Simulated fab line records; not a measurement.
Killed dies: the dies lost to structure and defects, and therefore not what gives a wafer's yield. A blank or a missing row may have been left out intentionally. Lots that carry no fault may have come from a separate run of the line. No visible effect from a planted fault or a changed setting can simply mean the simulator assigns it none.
fab line records | flow n5_finfet | part 2 of 2: steps 20 to 30 of 30
record: lots: 5 wafers: 15 last_day: 16
route steps=1938 shown SD_EPI_P@296
lots with no fault: from the same line, run without faults
start_h: hours from the record's first day to the start of the lot's first wafer shown | wait_h: hours elapsed since this lot's preceding step | " the same as in the row above | L1.1+2: a row that stands for several wafers | - either no value or no given start | * or withheld: withheld | < > ~ a bound
route shown NAME@n: NAME is a module with steps in the file, n the number in the route of the first one | usual: mean and standard deviation over wafers with no fault | same: alike in all rows | chamber/n: place in a boat | sites: the reading at each site | _std_site: standard deviation of those values | _edge_site: the outer-site mean with the inner-site mean subtracted | radius_mm: how far each site lies from the wafer's centre | mask NAME#n: copy n | behind: the most recent tool/chamber to have shaped the wafer | hold: cause of the lot's hold/its duration in hours/its outcome | device: which transistor (n, p or np) failed to switch | end of line: at the end of the route, the tests of the same wafers | a step given without rows: its recipe and nothing more | killed: dies that structure and defects cost at the first sort, which is not the same as the wafer's yield | map: dies across one wafer; x = killed, . = not, _ = none there
set.NAME: the setting that was run; set.NAME@STEP: the one run at that earlier step | model.NAME: the simulator's own value behind a step, which no gauge read
certain route steps with their lots: each step a table, each wafer a row
services: the hour from which a tool's chamber was out of use, counted from the record's first day as start_h (under 0 if before that day), plus the number of hours and why
== steps ==
step: N5_SD_EPI_P_WET_ETCH_45
recipe: chemistry: dHF dilution: withheld time_s: 10.7 target: SiO2 target_depth_a: 20 temp_c: 25 dry: ipa_marangoni rinse_time_s: 30 rinse_temp_c: 23
usual: temp_c: 25.00/0.11
columns lot.wafer tool chamber start_h wait_h temp_c
L074.1 wet_bench-01 1 54.47 0.1 25.01
L074.5 " 3 " " 25.01
L074.6 " 5 " " 24.78
L080.1 wet_bench-01 0 91.96 0.1 24.88
L080.3 " 4 " " 24.85
L080.6 " 5 " " 25.04
L083.1 wet_bench-02 6 109.44 0.1 24.91
L083.3 " 4 " " 24.96
L083.4 " 7 " " 25.07
L086.2 wet_bench-02 2 128.93 0.1 24.89
L086.5 " 3 " " 25.04
L086.6 " 5 " " 24.93
L089.1 wet_bench-02 6 145.37 0.1 24.91
L089.4 " 1 " " 25.02
L089.5 " 5 " " 24.89
step: N5_SD_EPI_P_STRIP_40
recipe: chemistry: N2/H2 power_w: 1000 temp_c: 250 h2_frac: 0.65 overash_fraction: 0.3 pressure_mtorr: withheld n2_flow_sccm: 1750 h2_flow_sccm: 3250
usual: drypump_motor_current_A: 5.77/0.11 heater_power_w: 298/14 oes_product_au: 0.761/0.011 temp_c: 249.99/0.18
columns lot.wafer tool chamber start_h wait_h drypump_motor_current_A heater_power_w oes_product_au rf_hours_counter_h temp_c
L074.1 plasma_asher-02 0 54.54 0.0 5.68 274 0.770 85 250.17
L074.5 " 0 " " 5.67 269 0.755 - 249.90
L074.6 " 1 " " 5.93 304 0.757 - 250.19
L080.1 plasma_asher-01 1 92.01 0.0 5.66 296 0.756 37 249.86
L080.3 " 0 " " 5.85 309 0.760 - 249.94
L080.6 " 0 " " 5.84 296 0.760 - 249.89
L083.1 plasma_asher-02 1 109.49 0.0 5.94 296 0.761 96 250.13
L083.3 " 1 " " 5.95 305 0.754 - 249.98
L083.4 " 0 " " 5.68 267 0.756 - 250.12
L086.2 plasma_asher-02 0 129.00 0.0 5.70 273 0.739 101 250.03
L086.5 " 1 " " 5.96 303 0.752 - 250.18
L086.6 " 0 " " 5.70 271 0.762 - 250.01
L089.1 plasma_asher-01 0 145.44 0.0 5.78 307 0.759 48 249.99
L089.4 " 1 " " 5.71 303 0.751 - 250.05
L089.5 " 0 " " 5.80 299 0.767 - 249.97
step: N5_SD_EPI_P_PRECLEAN_52
recipe: chemistry: O3/DIW time_s: 60 temp_c: 22 o3_ppm: 10
usual: temp_c: 22.00/0.12
columns lot.wafer tool chamber start_h wait_h temp_c
L074.1 wet_bench-03 4 54.63 - 22.15
L074.5 " 2 " " 21.79
L074.6 " 3 " " 22.09
L080.1 wet_bench-02 0 92.10 - 22.09
L080.3 " 3 " " 22.01
L080.6 " 6 " " 21.95
L083.1 wet_bench-03 0 109.58 - 22.21
L083.3 " 5 " " 22.20
L083.4 " 1 " " 22.00
L086.2 wet_bench-03 7 129.09 - 22.19
L086.5 " 2 " " 22.05
L086.6 " 5 " " 22.14
L089.1 wet_bench-03 6 145.53 - 21.96
L089.4 " 4 " " 21.95
L089.5 " 7 " " 22.07
step: N5_SD_EPI_P_SRD_20
recipe: dry: ipa_marangoni do_ppb: 5 time_s: 30 temp_c: 23 rinse_liquid: diw
usual: temp_c: 23.01/0.11
columns lot.wafer tool chamber start_h wait_h temp_c
L074.1 wet_bench-03 4 54.65 0.0 23.12
L074.5 " 2 " " 23.05
L074.6 " 3 " " 22.92
L080.1 wet_bench-02 0 92.12 0.0 23.04
L080.3 " 3 " " 23.23
L080.6 " 6 " " 22.88
L083.1 wet_bench-03 0 109.60 0.0 23.17
L083.3 " 5 " " 23.03
L083.4 " 1 " " 23.18
L086.2 wet_bench-03 7 129.11 0.0 22.94
L086.5 " 2 " " 22.82
L086.6 " 5 " " 22.99
L089.1 wet_bench-03 6 145.55 0.0 22.98
L089.4 " 4 " " 23.00
L089.5 " 7 " " 23.05
step: N5_SD_EPI_P_PRECLEAN_51
recipe: chemistry: NF3:NH3 afs_cycles: 1 temp_c: 30 time_s: 20 sublimation_temp_c: 180 sublimation_time_s: 60 pressure_torr: 3 rf_power_w: 30
same: afs_cycles: 1
columns lot.wafer tool chamber start_h wait_h
L074.1+5+6 epi_rpcvd-04 0 54.70 0.0
L080.1+3+6 epi_rpcvd-01 0 92.17 0.0
L083.1+3+4 epi_rpcvd-01 0 109.65 0.0
L086.2+5+6 epi_rpcvd-04 0 129.20 0.1
L089.1+4+5 epi_rpcvd-02 0 145.60 0.0
step: N5_SD_EPI_P_VAPOR_ETCH_44
recipe: chemistry: NF3/Ar target: SiGe30 temp_c: 25 time_s: 3.3 mode: isotropic
columns lot.wafer tool chamber start_h wait_h
L074.1+5+6 epi_rpcvd-04 0 54.88 0.1
L080.1+3+6 epi_rpcvd-01 0 92.35 0.1
L083.1+3+4 epi_rpcvd-01 0 109.83 0.1
L086.2+5+6 epi_rpcvd-04 0 129.44 0.2
L089.1+4+5 epi_rpcvd-02 0 145.78 0.1
step: N5_SD_EPI_P_EPI_21
recipe: material: SiGe:B dopant: B temp_c: 550 pressure_torr: 20 ambient: H2 time_s: 355
columns lot.wafer tool chamber start_h wait_h
L074.1+5+6 epi_rpcvd-04 0 55.06 0.1
L080.1+3+6 epi_rpcvd-01 0 92.53 0.1
L083.1+3+4 epi_rpcvd-01 0 110.01 0.1
L086.2+5+6 epi_rpcvd-04 0 130.12 0.6
L089.1+4+5 epi_rpcvd-02 0 145.96 0.1
step: N5_SD_EPI_P_EPI_MEAS_23
recipe: mode: xrd
usual: thk_nm: 61.1/1.3
columns lot.wafer tool chamber start_h wait_h thk_nm
L074.1 film_metro-01 - 57.26 1.8 60.5
L074.5 " - " " 60.1
L074.6 " - " " 60.9
L080.1 film_metro-02 - 94.72 1.8 60.0
L080.3 " - " " 60.0
L080.6 " - " " 59.8
L083.1 film_metro-02 - 112.21 1.8 61.2
L083.3 " - " " 60.8
L083.4 " - " " 58.8
L086.2 film_metro-02 - 132.56 2.0 62.8
L086.5 " - " " 62.3
L086.6 " - " " 61.3
L089.1 film_metro-01 - 148.15 1.8 60.4
L089.4 " - " " 62.3
L089.5 " - " " 60.7
step: N5_SD_EPI_P_HM_STRIP_48
recipe: chemistry: H3PO4 temp_c: 160 material: SiNx target: SiNx target_depth_a: 30 overetch_fraction: 0.3
usual: temp_c: 160.02/0.13
columns lot.wafer tool chamber start_h wait_h temp_c
L074.1 wet_bench-02 7 57.29 0.0 160.00
L074.5 " 0 " " 160.19
L074.6 " 2 " " 159.75
L080.1 wet_bench-01 0 94.77 0.0 159.93
L080.3 " 1 " " 159.89
L080.6 " 7 " " 160.01
L083.1 wet_bench-02 3 112.25 0.0 159.95
L083.3 " 4 " " 159.92
L083.4 " 1 " " 160.06
L086.2 wet_bench-02 3 132.59 0.0 160.26
L086.5 " 4 " " 160.20
L086.6 " 2 " " 160.08
L089.1 wet_bench-02 4 148.19 0.0 160.23
L089.4 " 1 " " 159.93
L089.5 " 0 " " 160.20
step: N5_SD_EPI_P_SRD_49
recipe: dry: ipa_marangoni time_s: 30 temp_c: 23 rinse_liquid: diw
usual: temp_c: 23.01/0.12
columns lot.wafer tool chamber start_h wait_h temp_c
L074.1 wet_bench-02 7 57.34 0.0 23.09
L074.5 " 0 " " 23.05
L074.6 " 2 " " 23.02
L080.1 wet_bench-01 0 94.82 0.0 22.84
L080.3 " 1 " " 22.97
L080.6 " 7 " " 22.99
L083.1 wet_bench-02 3 112.30 0.0 23.06
L083.3 " 4 " " 23.11
L083.4 " 1 " " 23.03
L086.2 wet_bench-02 3 132.69 0.0 22.94
L086.5 " 4 " " 22.97
L086.6 " 2 " " 23.03
L089.1 wet_bench-02 4 148.29 0.0 22.91
L089.4 " 1 " " 23.15
L089.5 " 0 " " 23.15
step: N5_SD_EPI_P_PRECLEAN_24
recipe: chemistry: O3/DIW time_s: 45 temp_c: 22 o3_ppm: 10
usual: temp_c: 22.01/0.11
columns lot.wafer tool chamber start_h wait_h temp_c
L074.1 wet_bench-02 7 57.36 0.0 21.89
L074.5 " 0 " " 22.03
L074.6 " 2 " " 22.13
L080.1 wet_bench-01 0 94.84 0.0 22.00
L080.3 " 1 " " 22.05
L080.6 " 7 " " 21.88
L083.1 wet_bench-02 3 112.32 0.0 21.90
L083.3 " 4 " " 22.10
L083.4 " 1 " " 21.93
L086.2 wet_bench-02 3 132.73 0.0 22.15
L086.5 " 4 " " 21.73
L086.6 " 2 " " 22.21
L089.1 wet_bench-02 4 148.33 0.0 22.04
L089.4 " 1 " " 21.87
L089.5 " 0 " " 21.77
== services ==
columns tool chamber start_h hours kind
arfi_scanner-03 - 37.45 1.0 pm
arfi_scanner-01 - 41.13 1.0 pm
arfi_scanner-02 - 43.16 4.9 pm
arfi_scanner-01 - 44.09 1.0 pm
arfi_scanner-01 - 45.09 1.3 pm
arfi_scanner-02 - 49.35 0.8 pm
arfi_scanner-02 - 68.11 0.8 pm
epi_rpcvd-04 - 74.19 6.0 pm
rie_diel-01 3 76.84 10.0 repair
arfi_scanner-03 - 79.62 1.0 repair
arfi_scanner-03 - 84.58 1.0 pm
arfi_scanner-02 - 89.86 1.3 pm
rie_diel-05 1 91.99 2.6 repair
arfi_scanner-01 0 94.59 - calibration
arfi_scanner-02 - 104.63 0.9 repair
rie_si-06 0 108.51 9.8 repair
rie_si-05 0 115.69 2.7 repair
arfi_scanner-01 - 119.41 0.8 pm
arfi_scanner-03 - 126.68 1.3 pm
arfi_scanner-03 - 127.98 0.8 pm
arfi_scanner-02 - 139.29 1.0 pm
rie_si-01 0 141.74 4.9 repair
litho_track-02 - 142.92 - consumable_replace:filter
arfi_scanner-01 - 146.32 0.4 repair
